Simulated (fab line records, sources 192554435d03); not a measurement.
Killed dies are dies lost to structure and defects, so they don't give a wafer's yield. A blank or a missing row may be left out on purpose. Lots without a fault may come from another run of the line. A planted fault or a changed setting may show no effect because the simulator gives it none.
Problem report in the 8D (eight disciplines) form, filled by code | flow n5_finfet | the parts of the form that need people (team, actions taken, sign-off) are left out

1. THE PROBLEM
oes_product_au at N5_DUMMY_GATE_ETCH_23 reads a mean of 0.756 a.u. on 2 wafers of 2 lots; wafers without a fault read 1.003 a.u. with a standard deviation of 0.021. That is -12 standard deviations from the usual mean.
The step: etches poly-Si in HBr/Cl2/O2, target depth 41 nm, time 22.3 s.
First seen on wafer L121.6, day 7 07:02, on rie_si-06. The record holds 17 wafers of 6 lots with a number at this step. Rule for "out", or "out of limits": more than 4 standard deviations from the usual mean. The other wafers with a number count as sound.

2. WHAT IT IS AND WHAT IT IS NOT
question                    | is               | is not
which readings at this step | oes_product_au   | HBr_flow_sccm, drypump_motor_current_A, throttle_valve_pct
which lots                  | L121, L123       | L114, L119, L120, L124
which wafers of those lots  | L121.6, L123.2   | L121.1, L121.3, L123.3
read on which tools         | rie_si-06        | rie_si-02, rie_si-05
when                        | from day 7 07:02 | up to then (11 sound wafers); but 4 sound wafers of L123, L124 came after

3. SUSPECTS, AND WHAT RULES EACH OUT
Counting: a tool at a process step up to the reading stays a suspect if it ran every lot that is out. Sound lots after the first of them don't rule it out here, since some wafers of a struck lot are sound.
- rie_si-05 at N5_DUMMY_GATE_TRIM_49 (chemistry O2, time 29 s, target cd 14 nm): kept. It ran every lot that is out, first L121 (day 7 06:23); its last sound lot up to then is L120 (day 6 19:40).
- rie_diel-03 at N5_DUMMY_GATE_ETCH_31 (etches SiO2 in C4F6/O2, target depth 82.5 nm, time 27.5 s): kept. It ran every lot that is out, first L121 (day 7 06:46).
- rie_diel-03 at N5_DUMMY_GATE_STRIP_41 (strips in O2): kept. It ran every lot that is out, first L121 (day 7 06:49).
- rie_si-06 at N5_DUMMY_GATE_ETCH_23 (etches poly-Si in HBr/Cl2/O2, target depth 41 nm, time 22.3 s): kept. It ran every lot that is out, first L121 (day 7 07:02); its last sound lot up to then is L119 (day 6 16:06). Its own readings are out on those wafers: oes_product_au.
Left after counting: rie_si-05 at N5_DUMMY_GATE_TRIM_49, rie_diel-03 at N5_DUMMY_GATE_ETCH_31, rie_diel-03 at N5_DUMMY_GATE_STRIP_41, rie_si-06 at N5_DUMMY_GATE_ETCH_23.

4. THE CAUSE (what the simulator had put in)
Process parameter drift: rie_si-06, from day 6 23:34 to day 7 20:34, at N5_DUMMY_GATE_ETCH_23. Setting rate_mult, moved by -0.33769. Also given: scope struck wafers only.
Counting left 4 suspects, and this tool is among them.

5. THE CHAIN OF EFFECTS, in route order
Each row: a reading whose mean over the struck wafers that have a number lies more than 3 standard deviations from the usual. Only readings for which the record gives a usual standard deviation are gone through. hours: the time from each lot's start at the first step in this table that gives one to its start at this step, as a median over the lots. sigmas: the change in usual standard deviations.
hours | step                  | reading        | usual      | on struck wafers | change | sigmas
0     | N5_DUMMY_GATE_ETCH_23 | oes_product_au | 1.003 a.u. | 0.756            | -0.247 | -12
The process steps in it:
- N5_DUMMY_GATE_ETCH_23: etches poly-Si in HBr/Cl2/O2, target depth 41 nm, time 22.3 s.
Later measuring or inspecting steps at which every struck wafer that the step has a row for has a number for every such reading, and none has moved that far: N5_BEOL_M4_RC_MEAS_101.

6. WHAT WOULD HAVE CAUGHT IT SOONER
In this record the first reading out of limits was taken at day 7 07:02, 7 hours after the fault began at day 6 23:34.
